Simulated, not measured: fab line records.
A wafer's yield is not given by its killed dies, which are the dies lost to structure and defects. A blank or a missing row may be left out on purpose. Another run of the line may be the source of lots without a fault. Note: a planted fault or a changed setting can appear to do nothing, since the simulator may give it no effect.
fab line records	flow n5_finfet
[record] lots = 7	wafers = 21
route steps=1938 shown BEOL_M2@890 BEOL_M3@936 BEOL_M4@1070 BEOL_M6@1233 BEOL_M7@1309
start_h: hours from the record's opening day to when the first of the lot's shown wafers began	wait_h: hours elapsed since this lot's preceding step	" repeats the value in the row above	L1.1+2: a row that stands for several wafers	- no value, or no start was given	* or withheld: withheld	< > ~ a bound
route shown NAME@n: NAME is a module with steps in the file, n the number in the route of the first one	usual: mean/standard deviation taken from wafers without a fault	same: alike in all rows	chamber/n: place in a boat	sites: per-site readings	_std_site: how widely they spread, as a standard deviation	_edge_site: outer sites' mean less inner sites'	radius_mm: how far each site lies from the wafer's centre	mask NAME#n: copy n	behind: the tool/chamber that last shaped the wafer	hold: cause of the lot's hold/its duration in hours/its outcome	device: the n, p or np transistor that did not switch	end of line: at the end of the route, the tests of the same wafers	step lacking rows: just its recipe	killed: at the first sort, the dies lost to defects and structure; wafer yield is something else	map: per-die view of a wafer (x killed, . not killed, _ where there is no die)
set.NAME: the run value of the setting; set.NAME@STEP: its run value at that earlier step	model.NAME: the simulator's own value behind a step, which no gauge read
lots with deliberately changed settings; one table per step, one row per wafer
[[steps]]
[step N5_BEOL_M2_TRENCH_ETCH_37]
[recipe] chemistry = C4F6/O2	target_depth_a = 555.55	target = SiOC	time_s = 29.2	ion_energy_ev = 250	pressure_mtorr = 30	source_w = 355	bias_w = 185	Ar_flow_sccm = 300	C4F6_flow_sccm = 10	O2_flow_sccm = 10
lot.wafer	tool	chamber	start_h	wait_h	set.time_s	model.etch.depth_nm	model.BEOL_M2.feature_depth_nm
L074.2	rie_diel-06	0	-	-	35.29	66.08	66
L074.4	"	2	"	"	35.29	64.86	64.8
L074.5	"	3	"	"	29.2	55.18	55.2
L075.3	rie_diel-02	2	-	-	29.2	54.72	54.8
L075.4	"	0	"	"	25.95	48.07	48
L075.5	"	1	"	"	25.95	49	49
L080.2	rie_diel-05	0	-	-	29.2	55.16	55.2
L080.3	"	1	"	"	29.2	52.57	52.6
L080.4	"	3	"	"	35.71	67.06	67
L084.1	rie_diel-06	0	-	-	29.2	53.88	53.8
L084.3	"	1	"	"	29.2	56.14	56.2
L084.5	"	1	"	"	29.2	56.5	56.4
L086.2	rie_diel-02	1	-	-	27.13	50.76	50.8
L086.4	"	2	"	"	29.2	55.38	55.4
L086.6	"	3	"	"	27.13	52.4	52.4
L091.1	rie_diel-02	0	-	-	29.2	53.93	54
L091.4	"	2	"	"	29.2	55.48	55.4
L091.6	"	3	"	"	29.2	56.04	56
L097.3	rie_diel-05	2	-	-	29.2	53.75	53.8
L097.4	"	2	"	"	23.93	44.06	44
L097.6	"	1	"	"	23.93	43.33	43.4
[step N5_BEOL_M2_ETCH_41]
[recipe] chemistry = CH3F/O2	target = SiCN	target_depth_a = 299	taper_deg = 2	time_s = 52.5	ion_energy_ev = 120	mask_material = TiN	pressure_mtorr = 30	source_w = 395	bias_w = 75	Ar_flow_sccm = 150	CH3F_flow_sccm = 30	O2_flow_sccm = 20
[step N5_BEOL_M2_STRIP_97]
[recipe] chemistry = N2/H2	time_s = 10	power_w = 450	temp_c = 40	pressure_mtorr = 20	rf_frequency_hz = 6e+07	bias_power_w = 7	n2_flow_sccm = 200	h2_flow_sccm = 200
[step N5_BEOL_M2_OCD_MEAS_38]
[usual] trench_depth_nm = 54.9/1.1
lot.wafer	tool	chamber	start_h	wait_h	set.time_s@BEOL_M2_TRENCH_ETCH_37	trench_depth_nm
L074.2	ocd-02	-	144.56	-	35.29	66.4
L074.4	"	-	"	"	35.29	65.0
L074.5	"	-	"	"	29.2	55.1
L075.3	ocd-02	-	166.05	-	29.2	55.2
L075.4	"	-	"	"	25.95	47.9
L075.5	"	-	"	"	25.95	49.0
L080.2	ocd-02	-	177.83	-	29.2	55.4
L080.3	"	-	"	"	29.2	52.5
L080.4	"	-	"	"	35.71	67.3
L084.1	ocd-01	-	212.01	-	29.2	54.2
L084.3	"	-	"	"	29.2	56.1
L084.5	"	-	"	"	29.2	56.4
L086.2	ocd-02	-	223.94	-	27.13	50.8
L086.4	"	-	"	"	29.2	55.2
L086.6	"	-	"	"	27.13	52.6
L091.1	ocd-02	-	250.80	-	29.2	54.1
L091.4	"	-	"	"	29.2	55.7
L091.6	"	-	"	"	29.2	56.0
L097.3	ocd-02	-	289.32	-	29.2	53.8
L097.4	"	-	"	"	23.93	43.7
L097.6	"	-	"	"	23.93	43.6
[step N5_BEOL_M2_HM_STRIP_39]
[recipe] chemistry = peroxide_tin_strip	material = TiN	target_depth_a = 250	temp_c = 50	time_s = 158
[step N5_BEOL_M2_SRD_40]
[recipe] time_s = 30	temp_c = 23	rinse_liquid = diw	dry = ipa_marangoni
[step N5_BEOL_M2_ECD_50]
[recipe] material = Cu	target_thk_a = 3000
[step N5_BEOL_M2_ANNEAL_51]
[recipe] temp_c = 225	time_s = 90	ambient = N2
[step N5_BEOL_M2_CMP_52]
[recipe] stop_on = SiOC	t_overpolish_s = 6.8	down_force_psi = 1	platen_rpm = 50	clearing_platen_down_force_psi = 1.5	clearing_platen_rpm = 50	post_cmp_clean = cu_alkaline	target_thk_nm = 40	clearing_platen_pad_velocity_m_s = 0.99484	pad_velocity_m_s = 0.99484
lot.wafer	tool	chamber	start_h	wait_h	set.time_s@BEOL_M2_TRENCH_ETCH_37	model.Cu_of_BEOL_M2_ECD_50.thk_nm
L074.2	cmp-03	2	150.73	0.2	35.29	49.8
L074.4	"	0	"	"	35.29	47.2
L074.5	"	1	"	"	29.2	39.4
L075.4	cmp-01	1	169.43	0.2	25.95	33.4
L075.3	"	2	"	"	29.2	40
L075.5	"	0	"	"	25.95	35.4
L080.3	cmp-02	3	182.47	1.4	29.2	35.6
L080.4	"	0	"	"	35.71	52
L080.2	"	1	"	"	29.2	38
L084.1	cmp-03	1	216.08	0.5	29.2	37.8
L084.3	"	2	"	"	29.2	39.4
L084.5	"	0	"	"	29.2	38.8
L086.4	cmp-01	0	228.06	0.2	29.2	40.8
L086.2	"	2	"	"	27.13	37.2
L086.6	"	3	"	"	27.13	36.4
L091.4	cmp-02	2	255.08	0.1	29.2	42.2
L091.1	"	0	"	"	29.2	40.6
L091.6	"	2	"	"	29.2	42.4
L097.4	cmp-02	3	293.11	0.2	23.93	27
L097.3	"	0	"	"	29.2	38.2
L097.6	"	2	"	"	23.93	29.2
[step N5_BEOL_M2_THK_MEAS_53]
[recipe] thk_meas_gauge = xrf	reads = Cu_of_BEOL_M2_ECD_50
[usual] M2_THK = 39.6/1.9
lot.wafer	tool	chamber	start_h	wait_h	set.time_s@BEOL_M2_TRENCH_ETCH_37	M2_THK[nm]
L074.2	film_metro-01	-	150.99	-	35.29	49.9
L074.4	"	-	"	"	35.29	47.4
L074.5	"	-	"	"	29.2	39.5
L075.3	film_metro-02	-	169.69	-	29.2	40.6
L075.4	"	-	"	"	25.95	34.1
L075.5	"	-	"	"	25.95	36.0
L080.2	film_metro-02	-	182.72	-	29.2	38.4
L080.3	"	-	"	"	29.2	36.0
L080.4	"	-	"	"	35.71	52.6
L084.1	film_metro-01	-	216.33	-	29.2	38.3
L084.3	"	-	"	"	29.2	39.9
L084.5	"	-	"	"	29.2	39.3
L086.2	film_metro-02	-	228.32	-	27.13	37.5
L086.4	"	-	"	"	29.2	41.4
L086.6	"	-	"	"	27.13	36.8
L091.1	film_metro-01	-	255.38	-	29.2	41.3
L091.4	"	-	"	"	29.2	42.8
L091.6	"	-	"	"	29.2	43.1
L097.3	film_metro-01	-	293.36	-	29.2	38.5
L097.4	"	-	"	"	23.93	27.2
L097.6	"	-	"	"	23.93	29.4
[step N5_BEOL_M2_PRE_CLEAN_60]
[recipe] gas = NH3/H2	time_s = 15	temp_c = *	rf_power_w = 300
[step N5_BEOL_M2_CO_CAP_55]
[recipe] material = Co	target_thk_a = 20	temp_c = 200	precursor = CCTBA/H2	pressure_torr = 30	time_s = 102.1
[step N5_BEOL_M2_PRE_CLEAN_56]
[recipe] gas = NH3	time_s = 15	temp_c = withheld	rf_power_w = 300
[step N5_BEOL_M2_DEP_57]
[recipe] material = SiCN	target_thk_a = 80	temp_c = withheld	precursor = 3MS/NH3	pressure_torr = 3	rf_w = 202	time_s = 14
[step N5_BEOL_M2_RS_MEAS_58]
[recipe] thk_meas_gauge = four-point-probe	reads = Co_of_BEOL_M2_CO_CAP_55+Cu_of_BEOL_M2_ECD_50+Co_of_BEOL_M2_CVD_47+TaN_of_BEOL_M2_ALD_84
[usual] M2_RS = 0.69/0.042
lot.wafer	tool	chamber	start_h	wait_h	set.time_s@BEOL_M2_TRENCH_ETCH_37	M2_RS[ohm/sq]
L074.2	film_metro-01	-	151.25	0.1	35.29	0.51
L074.4	"	-	"	"	35.29	0.54
L074.5	"	-	"	"	29.2	0.68
L075.3	film_metro-02	-	169.95	0.1	29.2	0.67
L075.4	"	-	"	"	25.95	0.84
L075.5	"	-	"	"	25.95	0.78
L080.2	film_metro-02	-	183.22	0.1	29.2	0.71
L080.3	"	-	"	"	29.2	0.78
L080.4	"	-	"	"	35.71	0.48
L084.1	film_metro-02	-	216.62	0.1	29.2	0.72
L084.3	"	-	"	"	29.2	0.68
L084.5	"	-	"	"	29.2	0.69
L086.2	film_metro-02	-	228.58	0.1	27.13	0.73
L086.4	"	-	"	"	29.2	0.65
L086.6	"	-	"	"	27.13	0.75
L091.1	film_metro-02	-	255.68	0.1	29.2	0.65
L091.4	"	-	"	"	29.2	0.62
L091.6	"	-	"	"	29.2	0.62
L097.3	film_metro-02	-	293.64	0.1	29.2	0.71
L097.4	"	-	"	"	23.93	1.12
L097.6	"	-	"	"	23.93	1.01
[step N5_BEOL_M3_COAT_62]
[recipe] resist = SiARC	temp_c = 220	time_s = 60	spin_rpm = 1500	resist_thk_nm = 12
lot.wafer	tool	chamber	start_h	wait_h	set.spin_rpm	model.SiARC_of_BEOL_M3_COAT_62.thk_nm
L074.2	litho_track-03	0	-	-	1587	11.6
L074.4+5	"	0	"	"	1500	12
L075.3+4+5	litho_track-04	0	-	-	1500	12
L080.2	litho_track-01	0	-	-	1643	11.4
L080.3+4	"	0	"	"	1500	12
L084.1+3+5	litho_track-03	0	-	-	1500	12
L086.2	litho_track-04	0	-	-	1500	12
L086.4+6	"	0	"	"	1625	11.6
L091.1	litho_track-04	0	-	-	1439	12.4
L091.4+6	"	0	"	"	1500	12
L097.3+4	litho_track-03	0	-	-	1500	12
L097.6	"	0	"	"	1353	12.6
[step N5_BEOL_M3_COAT_73]
[recipe] resist = underlayer	temp_c = 205	time_s = 60	spin_rpm = 1500	resist_thk_nm = 5
lot.wafer	tool	chamber	start_h	wait_h	set.temp_c
L074.2+4+5	litho_track-03	0	-	-	205
L075.3+4+5	litho_track-04	0	-	-	205
L080.2+4	litho_track-01	0	-	-	202
L080.3	"	0	"	"	205
L084.1+3+5	litho_track-03	0	-	-	205
L086.2+4+6	litho_track-04	0	-	-	196.4
L091.1+4+6	litho_track-04	0	-	-	205
L097.3+4	litho_track-03	0	-	-	205
L097.6	"	0	"	"	196
[step N5_BEOL_M3_COAT_05]
[recipe] resist = CAR-EUV	spin_rpm = 1500	resist_thk_nm = 30
[step N5_BEOL_M3_EBR_07]
[recipe] solvent = PGMEA	ebr_width_mm = 1.5
[step N5_BEOL_M3_DESCUM_16]
[recipe] chemistry = O2	time_s = 7	source_power_w = 50	bias_power_w = 20	pressure_mtorr = 20	rf_frequency_hz = 2.712e+07	temp_c = 40	resist = CAR-EUV	o2_flow_sccm = 225
[step N5_BEOL_M3_ETCH_74]
[recipe] chemistry = N2/H2	target = underlayer	target_depth_a = 65	mask_material = CAR-EUV	time_s = 5.2	ion_energy_ev = 200	pressure_mtorr = 30	source_w = 840	bias_w = 150	n2_flow_sccm = 200	h2_flow_sccm = 200	ends = cleared
[step N5_BEOL_M3_ETCH_63]
[recipe] chemistry = CF4	target = SiARC	target_depth_a = 156	mask_material = CAR-EUV	time_s = 26	ion_energy_ev = 80	pressure_mtorr = 40	source_w = 545	bias_w = 36	Ar_flow_sccm = 100	cf4_flow_sccm = 100	ends = cleared
lot.wafer	tool	chamber	start_h	wait_h	set.spin_rpm@BEOL_M3_COAT_62	model.CAR-EUV_of_BEOL_M3_COAT_05.thk_nm	model.etch.depth_nm
L074.2	rie_diel-04	1	156.67	0.0	1587	11.6	11.67
L074.4	"	3	"	"	1500	11.2	12
L074.5	"	1	"	"	1500	11.2	12.02
L075.3	rie_diel-04	2	173.37	0.0	1500	11	12.03
L075.4	"	3	"	"	1500	11	12
L075.5	"	2	"	"	1500	11	12.05
L080.2	rie_diel-01	1	186.10	0.0	1643	11.8	11.44
L080.3	"	2	"	"	1500	11.4	11.97
L080.4	"	3	"	"	1500	11	11.98
L084.1	rie_diel-01	1	219.68	0.0	1500	11.4	12.03
L084.3	"	0	"	"	1500	11.2	12.01
L084.5	"	3	"	"	1500	11	12.01
L086.2	rie_diel-03	0	230.72	0.0	1500	11	11.99
L086.4	"	1	"	"	1625	11.6	11.52
L086.6	"	3	"	"	1625	11.4	11.51
L091.1	rie_diel-01	1	259.83	0.0	1439	11	12.32
L091.4	"	0	"	"	1500	11.2	12
L091.6	"	2	"	"	1500	11.2	12.03
L097.3	rie_diel-03	0	296.42	0.0	1500	11.2	12.03
L097.4	"	3	"	"	1500	11.4	12
L097.6	"	2	"	"	1353	10.6	12.67
[step N5_BEOL_M3_ETCH_70]
[recipe] chemistry = N2/H2	target = SOC	target_depth_a = 800	overetch_a = 160	mask_material = SiARC	temp_c = 40	time_s = 120	ion_energy_ev = 200	pressure_mtorr = 30	source_w = 840	bias_w = 150	n2_flow_sccm = 200	h2_flow_sccm = 200
lot.wafer	tool	chamber	start_h	wait_h	set.time_s	model.SiARC_of_BEOL_M3_COAT_68.thk_nm
L074.2	rie_diel-04	2	162.43	0.0	120	6.6
L074.4	"	1	"	"	120	6.2
L074.5	"	2	"	"	93.3	8
L075.3+4	rie_diel-04	1,3	182.09	0.0	139.7	5.4
L075.5	"	2	"	"	120	6.8
L080.2	rie_diel-01	3	196.44	0.0	145.6	5
L080.3	"	1	"	"	145.6	5.4
L080.4	"	2	"	"	120	6.2
L084.1+5	rie_diel-03	1,3	234.44	0.0	120	6.2
L084.3	"	0	"	"	120	6.4
L086.2	rie_diel-03	1	237.41	0.0	109	6.6
L086.4	"	2	"	"	120	6.2
L086.6	"	3	"	"	109	6.8
L091.1	rie_diel-04	2	277.65	0.0	97.99	7.8
L091.4	"	1	"	"	120	6.2
L091.6	"	2	"	"	120	6.8
L097.3	rie_diel-01	2	318.98	0.0	112.6	6.6
L097.4	"	1	"	"	112.6	7
L097.6	"	0	"	"	120	6.2
[step N5_BEOL_M3_ETCH_41]
[recipe] chemistry = CH3F/O2	target = SiCN	target_depth_a = 299	taper_deg = 2	time_s = 52.5	ion_energy_ev = 120	mask_material = TiN	pressure_mtorr = 30	source_w = 395	bias_w = 75	Ar_flow_sccm = 150	CH3F_flow_sccm = 30	O2_flow_sccm = 20
lot.wafer	tool	chamber	start_h	wait_h	set.target_depth_a	model.etch.depth_nm
L074.2	rie_diel-04	2	-	-	299	19.32
L074.4	"	1	"	"	299	19.99
L074.5	"	2	"	"	315.1	20.23
L075.3	rie_diel-04	1	-	-	299	19.9
L075.4	"	3	"	"	325.5	21.79
L075.5	"	2	"	"	299	19.27
L080.2	rie_diel-01	3	-	-	323.5	22.28
L080.3	"	1	"	"	299	19.29
L080.4	"	2	"	"	323.5	21.28
L084.1	rie_diel-03	1	-	-	299	20.03
L084.3	"	0	"	"	299	19.88
L084.5	"	3	"	"	299	19.7
L086.2	rie_diel-03	1	-	-	299	20.15
L086.4	"	2	"	"	267.6	17.93
L086.6	"	3	"	"	267.6	17.66
L091.1	rie_diel-04	2	-	-	299	19
L091.4	"	1	"	"	329	21.64
L091.6	"	2	"	"	299	18.87
L097.3	rie_diel-01	2	-	-	299	19.56
L097.4	"	1	"	"	299	19.54
L097.6	"	0	"	"	299	20.51
[step N5_BEOL_M4_TRENCH_ETCH_37]
[recipe] chemistry = C4F6/O2	target_depth_a = 555.55	target = SiOC	time_s = 29.2	ion_energy_ev = 250	pressure_mtorr = 30	source_w = 355	bias_w = 185	Ar_flow_sccm = 300	C4F6_flow_sccm = 10	O2_flow_sccm = 10
lot.wafer	tool	chamber	start_h	wait_h	set.time_s	model.etch.depth_nm	model.BEOL_M4.feature_depth_nm
L074.2	rie_diel-06	3	-	-	29.2	55.29	55.2
L074.4	"	2	"	"	22.8	45.3	45.4
L074.5	"	0	"	"	29.2	54.79	54.8
L075.3	rie_diel-02	2	-	-	24.2	45.82	45.8
L075.4	"	0	"	"	29.2	54.14	54.2
L075.5	"	1	"	"	29.2	54.96	55
L080.2	rie_diel-06	3	-	-	33.22	61.97	62
L080.3	"	1	"	"	29.2	56.73	56.8
L080.4	"	2	"	"	33.22	65.35	65.4
L084.1	rie_diel-06	1	-	-	29.2	55.61	55.6
L084.3	"	2	"	"	29.2	57.3	57.2
L084.5	"	3	"	"	29.2	54.47	54.4
L086.2	rie_diel-06	0	-	-	29.2	54.2	54.2
L086.4	"	2	"	"	29.2	57.32	57.4
L086.6	"	3	"	"	29.2	54.9	54.8
L091.1	rie_diel-02	3	-	-	29.2	56	56
L091.4	"	2	"	"	29.2	55.69	55.6
L091.6	"	1	"	"	29.2	55.14	55.2
L097.3	rie_diel-05	0	-	-	29.2	55.34	55.4
L097.4	"	2	"	"	29.2	53.37	53.4
L097.6	"	0	"	"	29.2	55.24	55.2
[step N5_BEOL_M4_ETCH_41]
[recipe] chemistry = CH3F/O2	target = SiCN	target_depth_a = 299	taper_deg = 2	time_s = 52.5	ion_energy_ev = 120	mask_material = TiN	pressure_mtorr = 30	source_w = 395	bias_w = 75	Ar_flow_sccm = 150	CH3F_flow_sccm = 30	O2_flow_sccm = 20
[step N5_BEOL_M4_STRIP_97]
[recipe] chemistry = N2/H2	time_s = 10	power_w = 450	temp_c = 40	pressure_mtorr = 20	rf_frequency_hz = 6e+07	bias_power_w = 7	n2_flow_sccm = 200	h2_flow_sccm = 200
[step N5_BEOL_M4_OCD_MEAS_38]
[usual] trench_depth_nm = 55.0/1.3
lot.wafer	tool	chamber	start_h	wait_h	set.time_s@BEOL_M4_TRENCH_ETCH_37	trench_depth_nm
L074.2	ocd-02	-	173.55	-	29.2	55.1
L074.4	"	-	"	"	22.8	45.3
L074.5	"	-	"	"	29.2	54.7
L075.3	ocd-02	-	191.82	-	24.2	45.6
L075.4	"	-	"	"	29.2	54.5
L075.5	"	-	"	"	29.2	54.8
L080.2	ocd-01	-	208.42	-	33.22	62.0
L080.3	"	-	"	"	29.2	56.7
L080.4	"	-	"	"	33.22	65.3
L084.1	ocd-02	-	247.36	-	29.2	55.9
L084.3	"	-	"	"	29.2	56.7
L084.5	"	-	"	"	29.2	54.4
L086.2	ocd-01	-	254.66	-	29.2	53.9
L086.4	"	-	"	"	29.2	57.1
L086.6	"	-	"	"	29.2	55.8
L091.1	ocd-01	-	286.57	-	29.2	56.1
L091.4	"	-	"	"	29.2	55.7
L091.6	"	-	"	"	29.2	55.2
L097.3	ocd-01	-	336.02	-	29.2	54.6
L097.4	"	-	"	"	29.2	53.1
L097.6	"	-	"	"	29.2	55.4
[step N5_BEOL_M6_ETCH_66]
[recipe] chemistry = N2/H2	target = SOC	target_depth_a = 800	overetch_a = 160	mask_material = SiARC	temp_c = 40	time_s = 120	ion_energy_ev = 200	pressure_mtorr = 30	source_w = 840	bias_w = 150	n2_flow_sccm = 200	h2_flow_sccm = 200
[usual] rf_vpp_V = 524.0/2
lot.wafer	tool	chamber	start_h	wait_h	set.bias_w	rf_vpp_V
L074.2	rie_diel-06	1	195.88	0.0	150	524.0
L074.4	"	3	"	"	150	522.6
L074.5	"	3	"	"	150	523.5
L075.3	rie_diel-06	0	218.26	0.0	150	526.8
L075.4	"	2	"	"	157.7	543.1
L075.5	"	2	"	"	150	525.6
L080.2	rie_diel-06	3	233.21	0.0	150	522.3
L080.3	"	0	"	"	150	526.9
L080.4	"	2	"	"	150	525.3
L084.1	rie_diel-06	3	269.68	0.0	150	522.3
L084.3	"	0	"	"	150	526.8
L084.5	"	3	"	"	150	523.8
L086.2	rie_diel-06	2	274.91	0.0	150	525.2
L086.4	"	1	"	"	150	525.5
L086.6	"	1	"	"	150	524.1
L091.1	rie_diel-06	2	306.62	0.0	150	523.4
L091.4	"	3	"	"	150	521.1
L091.6	"	1	"	"	150	524.8
L097.3	rie_diel-06	1	361.10	0.0	141.9	508.4
L097.4	"	2	"	"	150	525.0
L097.6	"	0	"	"	141.9	507.5
[step N5_BEOL_M6_TRENCH_ETCH_37]
[recipe] chemistry = C4F6/O2	target_depth_a = 944.35	target = SiCOH_lowk	time_s = 31.5	ion_energy_ev = 250	pressure_mtorr = 30	source_w = 345	bias_w = 185	Ar_flow_sccm = 300	C4F6_flow_sccm = 10	O2_flow_sccm = 10
[usual] rf_vpp_V = 656/17
lot.wafer	tool	chamber	start_h	wait_h	set.bias_w	rf_vpp_V
L074.2	rie_diel-06	1	-	-	185	666
L074.4	"	3	"	"	185	676
L074.5	"	3	"	"	163.3	613
L075.3	rie_diel-06	0	-	-	210.6	713
L075.4	"	2	"	"	185	674
L075.5	"	2	"	"	210.6	745
L080.2	rie_diel-06	3	-	-	156.8	590
L080.3	"	0	"	"	185	641
L080.4	"	2	"	"	185	672
L084.1	rie_diel-06	3	-	-	185	676
L084.3	"	0	"	"	185	643
L084.5	"	3	"	"	185	676
L086.2	rie_diel-06	2	-	-	164.2	611
L086.4	"	1	"	"	185	664
L086.6	"	1	"	"	185	664
L091.1	rie_diel-06	2	-	-	156.7	589
L091.4	"	3	"	"	156.7	593
L091.6	"	1	"	"	185	664
L097.3	rie_diel-06	1	-	-	206.3	724
L097.4	"	2	"	"	206.3	733
L097.6	"	0	"	"	185	641
[step N5_BEOL_M7_ETCH_41]
[recipe] chemistry = CH3F/O2	target = SiCN	target_depth_a = 319	taper_deg = 2	time_s = 57.8	ion_energy_ev = 120	mask_material = TiN	pressure_mtorr = 30	source_w = 395	bias_w = 75	Ar_flow_sccm = 150	CH3F_flow_sccm = 30	O2_flow_sccm = 20
[usual] rf_vpp_V = 297.4/1.7
lot.wafer	tool	chamber	start_h	wait_h	set.source_w	rf_vpp_V
L074.2	rie_diel-04	3	-	-	395	297.9
L074.4	"	1	"	"	439.6	287.1
L074.5	"	2	"	"	395	294.8
L075.3	rie_diel-01	3	-	-	452.1	285.4
L075.4	"	1	"	"	395	296.1
L075.5	"	3	"	"	395	298.3
L080.2	rie_diel-03	3	-	-	395	297.1
L080.3	"	1	"	"	366.5	304.1
L080.4	"	0	"	"	366.5	308.1
L084.1	rie_diel-04	3	-	-	395	297.6
L084.3	"	1	"	"	395	297.8
L084.5	"	3	"	"	395	298.5
L086.2	rie_diel-01	0	-	-	395	299.9
L086.4	"	3	"	"	360.3	307.5
L086.6	"	2	"	"	395	295.2
L091.1	rie_diel-01	2	-	-	372.2	302.8
L091.4	"	3	"	"	395	297.0
L091.6	"	2	"	"	372.2	303.2
L097.3	rie_diel-04	0	-	-	458.9	283.9
L097.4	"	3	"	"	395	297.4
L097.6	"	1	"	"	458.9	282.6
[[key]]
[split] step = N5_BEOL_M2_TRENCH_ETCH_37	setting = time_s	stated = 29.2	by = wafer
[response] step = N5_BEOL_M2_TRENCH_ETCH_37	reading = model.etch.depth_nm	change = +0.549	per = 1%	r = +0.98
[response] step = N5_BEOL_M2_TRENCH_ETCH_37	reading = model.BEOL_M2.feature_depth_nm	change = +0.548	per = 1%	r = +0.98
[response] step = N5_BEOL_M2_OCD_MEAS_38	reading = trench_depth_nm	change = +0.56	per = 1%	r = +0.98
[response] step = N5_BEOL_M2_CMP_52	reading = model.Cu_of_BEOL_M2_ECD_50.thk_nm	change = +0.56	per = 1%	r = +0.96
[response] step = N5_BEOL_M2_THK_MEAS_53	reading = M2_THK	change = +0.566	per = 1%	r = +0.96
[response] step = N5_BEOL_M2_RS_MEAS_58	reading = M2_RS	change = -0.0126	per = 1%	r = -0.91
[split] step = N5_BEOL_M3_COAT_62	setting = spin_rpm	stated = 1500	by = wafer
[response] step = N5_BEOL_M3_COAT_62	reading = model.SiARC_of_BEOL_M3_COAT_62.thk_nm	change = -0.0616	per = 1%	r = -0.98
[response] step = N5_BEOL_M3_ETCH_63	reading = model.CAR-EUV_of_BEOL_M3_COAT_05.thk_nm	change = +0.0649	per = 1%	r = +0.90
[response] step = N5_BEOL_M3_ETCH_63	reading = model.etch.depth_nm	change = -0.0609	per = 1%	r = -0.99
[split] step = N5_BEOL_M3_COAT_73	setting = temp_c	stated = 205	by = wafer
response none clear
[split] step = N5_BEOL_M3_ETCH_70	setting = time_s	stated = 120	by = wafer
[response] step = N5_BEOL_M3_ETCH_70	reading = model.SiARC_of_BEOL_M3_COAT_68.thk_nm	change = -0.0668	per = 1%	r = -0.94
[split] step = N5_BEOL_M3_ETCH_41	setting = target_depth_a	stated = 299	by = wafer
[response] step = N5_BEOL_M3_ETCH_41	reading = model.etch.depth_nm	change = +0.246	per = 1%	r = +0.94
[split] step = N5_BEOL_M4_TRENCH_ETCH_37	setting = time_s	stated = 29.2	by = wafer
[response] step = N5_BEOL_M4_TRENCH_ETCH_37	reading = model.etch.depth_nm	change = +0.476	per = 1%	r = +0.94
[response] step = N5_BEOL_M4_TRENCH_ETCH_37	reading = model.BEOL_M4.feature_depth_nm	change = +0.474	per = 1%	r = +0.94
[response] step = N5_BEOL_M4_OCD_MEAS_38	reading = trench_depth_nm	change = +0.479	per = 1%	r = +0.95
[split] step = N5_BEOL_M6_ETCH_66	setting = bias_w	stated = 150	by = wafer
[response] step = N5_BEOL_M6_ETCH_66	reading = rf_vpp_V	change = +3.22	per = 1%	r = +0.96
[split] step = N5_BEOL_M6_TRENCH_ETCH_37	setting = bias_w	stated = 185	by = wafer
[response] step = N5_BEOL_M6_TRENCH_ETCH_37	reading = rf_vpp_V	change = +4.91	per = 1%	r = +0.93
[split] step = N5_BEOL_M7_ETCH_41	setting = source_w	stated = 395	by = wafer
[response] step = N5_BEOL_M7_ETCH_41	reading = rf_vpp_V	change = -0.909	per = 1%	r = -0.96
